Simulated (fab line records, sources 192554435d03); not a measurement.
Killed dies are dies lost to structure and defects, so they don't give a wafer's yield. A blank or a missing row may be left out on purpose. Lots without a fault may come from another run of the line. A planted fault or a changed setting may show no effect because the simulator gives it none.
Which tool did it? | flow n5_finfet | 11 lots, 33 wafers sampled, at 5 steps of a route of 1938

WHAT THE GAUGES READ, wafer by wafer
N5_BEOL_M7_CD_MEAS_11: target cd 38.5 nm. Usual: cd_nm 38.7 nm, standard deviation 0.53.
lot  | measured     | on        | cd_nm (nm)     | flag
L485 | day 12 01:57 | cd_sem-01 | 38.6 38.1 39.1 |
L484 | day 12 04:56 | cd_sem-02 | 39.5 39.2 39.3 |
L486 | day 12 20:47 | cd_sem-01 | 39.4 38.5 38.7 |
L487 | day 13 00:32 | cd_sem-03 | 38.4 39.5 38.6 |
L483 | day 14 21:36 | cd_sem-02 | 39.2 39.0 39.1 |
L498 | day 15 21:47 | cd_sem-03 | 38.1 37.6 38.6 |
L499 | day 16 05:02 | cd_sem-02 | 39.3 38.2 37.7 |
L501 | day 16 05:11 | cd_sem-02 | 38.7 39.5 39.7 |
L500 | day 16 06:29 | cd_sem-02 | 38.6 38.2 38.4 |
L502 | day 16 10:12 | cd_sem-03 | 38.3 39.1 39.0 |
L503 | day 16 15:13 | cd_sem-02 | 38.7 37.6 38.6 |

N5_BEOL_M7_OVL_MEAS_12. Usual: M7_OVL 0.2 nm, standard deviation 0.78.
lot  | measured     | on         | M7_OVL (nm)    | flag
L485 | day 12 01:59 | overlay-01 | 0.3 -0.1 -0.3  |
L484 | day 12 04:58 | overlay-01 | 0.9 0.2 0.1    |
L486 | day 12 20:49 | overlay-02 | 0.9 0.9 1.2    |
L487 | day 13 00:34 | overlay-01 | -0.4 0.0 0.8   |
L483 | day 14 21:38 | overlay-02 | 0.8 1.5 1.6    |
L498 | day 15 21:49 | overlay-02 | -0.2 0.2 1.2   |
L499 | day 16 05:04 | overlay-02 | 0.7 1.0 0.8    |
L501 | day 16 05:13 | overlay-01 | 1.2 0.7 0.1    |
L500 | day 16 06:31 | overlay-02 | 0.2 0.3 1.5    |
L502 | day 16 10:14 | overlay-01 | 0.5 -0.3 -0.2  |
L503 | day 16 15:14 | overlay-01 | -0.2 -0.7 -0.3 |

N5_BEOL_M7_OVL_MEAS_29. Usual: V6_OVL -0.1 nm, standard deviation 0.75.
lot  | measured     | on         | V6_OVL (nm)    | flag
L485 | day 12 04:26 | overlay-01 | 0.5 1.2 0.1    |
L484 | day 12 07:23 | overlay-01 | -0.8 -1.4 -0.3 |
L486 | day 12 23:05 | overlay-02 | -0.7 -0.6 0.9  |
L487 | day 13 02:23 | overlay-02 | -0.2 -0.3 -0.8 |
L483 | day 14 23:12 | overlay-01 | 0.4 -0.9 -0.2  |
L498 | day 15 22:54 | overlay-02 | 8.1 8.1 9.2    | OFF
L499 | day 16 06:47 | overlay-01 | 9.2 9.2 9.4    | OFF
L501 | day 16 08:50 | overlay-01 | 1.8 1.8 0.4    |
L500 | day 16 08:53 | overlay-01 | 0.7 0.6 1.2    |
L502 | day 16 14:01 | overlay-01 | -0.4 -0.3 -0.6 |
L503 | day 16 17:47 | overlay-01 | 0.7 0.9 0.7    |

WHICH TOOL RAN EACH LOT (tool, then ch and the chambers of the sampled wafers, then the start)
lot  | N5_BEOL_M7_HM_OPEN_17             | N5_BEOL_M7_EXPOSE_25
L485 | rie_metal-01 ch 0,1, day 12 02:19 | euv_scanner-01 ch 0, day 12 04:17
L484 | rie_metal-02 ch 0,1, day 12 05:37 | euv_scanner-02 ch 0, day 12 07:14
L486 | rie_metal-03 ch 0, day 12 21:17   | euv_scanner-02 ch 0, day 12 22:55
L487 | rie_metal-01 ch 0, day 13 00:54   | euv_scanner-01 ch 0, day 13 02:14
L483 | rie_metal-03 ch 0,1, day 14 22:29 | euv_scanner-01 ch 0, day 14 23:02
L498 | rie_metal-01 ch 0,1, day 15 22:09 | euv_scanner-02 ch 0, day 15 22:44
L499 | rie_metal-03 ch 0,1, day 16 05:40 | euv_scanner-02 ch 0, day 16 06:38
L501 | rie_metal-02 ch 0,1, day 16 05:55 | euv_scanner-01 ch 0, day 16 08:40
L500 | rie_metal-02 ch 0, day 16 06:52   | euv_scanner-01 ch 0, day 16 08:43
L502 | rie_metal-03 ch 0,1, day 16 10:34 | euv_scanner-01 ch 0, day 16 13:52
L503 | rie_metal-01 ch 0,1, day 16 15:35 | euv_scanner-01 ch 0, day 16 17:38
- N5_BEOL_M7_HM_OPEN_17: chemistry Cl2/BCl3, target TiN, target depth 20 nm, overetch 6 nm.
- N5_BEOL_M7_EXPOSE_25: exposes mask V6, target cd 40 nm.

WHAT THE TOOLS THEMSELVES READ (means of the sampled wafers that have a number; where no wafer has one, the mark that the record gives instead)
N5_BEOL_M7_HM_OPEN_17. Usual: drypump_motor_current_A 5.8 A, standard deviation 0.43; mfc_ar_sccm 25.02 sccm, standard deviation 0.067; oes_product_au 0.69 a.u., standard deviation 0.049; throttle_valve_pct 22.15 %, standard deviation 0.26.
lot  | tool         | drypump_motor_current_A (A) | mfc_ar_sccm (sccm) | oes_product_au (a.u.) | throttle_valve_pct (%) | flag
L485 | rie_metal-01 | 6.0                         | 25.02              | 0.64                  | 22.42                  |
L484 | rie_metal-02 | 5.3                         | 25.03              | 0.71                  | 21.92                  |
L486 | rie_metal-03 | 6.3                         | 25.02              | 0.71                  | 22.13                  |
L487 | rie_metal-01 | 5.9                         | 25.06              | 0.64                  | 22.04                  |
L483 | rie_metal-03 | 6.1                         | 25.04              | 0.78                  | 22.17                  |
L498 | rie_metal-01 | 6.0                         | 25.00              | 0.62                  | 22.45                  |
L499 | rie_metal-03 | 6.1                         | 25.04              | 0.76                  | 22.19                  |
L501 | rie_metal-02 | 5.3                         | 25.06              | 0.70                  | 21.91                  |
L500 | rie_metal-02 | 5.9                         | 25.02              | 0.69                  | 22.28                  |
L502 | rie_metal-03 | 6.2                         | 24.99              | 0.72                  | 22.17                  |
L503 | rie_metal-01 | 6.0                         | 24.99              | 0.63                  | 22.45                  |

THE ANSWER, worked out from the rows above alone
Rule: a lot is off if the mean of its wafers that have a number lies more than 3 standard deviations from the usual mean. A lot without any number at a reading at which 4 lots or more have one is off too. The other lots that the step has rows for count as sound. The gauges are gone through in route order, then the tools' own readings, and for those a lot's mean is taken as printed above. The first step at which some lot is off is used, and at that step the reading that is off furthest; a lot without a number counts as furthest.
Off: L498, L499, at N5_BEOL_M7_OVL_MEAS_29 (V6_OVL).
A tool fits if, at a process step before that reading, it ran every lot that is off, and no sound lot after the first of them. The gauges at N5_BEOL_M7_OVL_MEAS_29 are tried like those tools. One fits: euv_scanner-02 at N5_BEOL_M7_EXPOSE_25. Its last sound lot is L486 (day 12 22:55), its first lot that is off L498 (day 15 22:44): a fault that began between those two fits.

WHAT THE SIMULATOR HAD PUT IN
Scanner matching overlay: euv_scanner-02, from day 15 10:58 on, at N5_BEOL_M7_EXPOSE_25. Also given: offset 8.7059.
Lots struck among those shown: L498, L499. The rule above found the same.
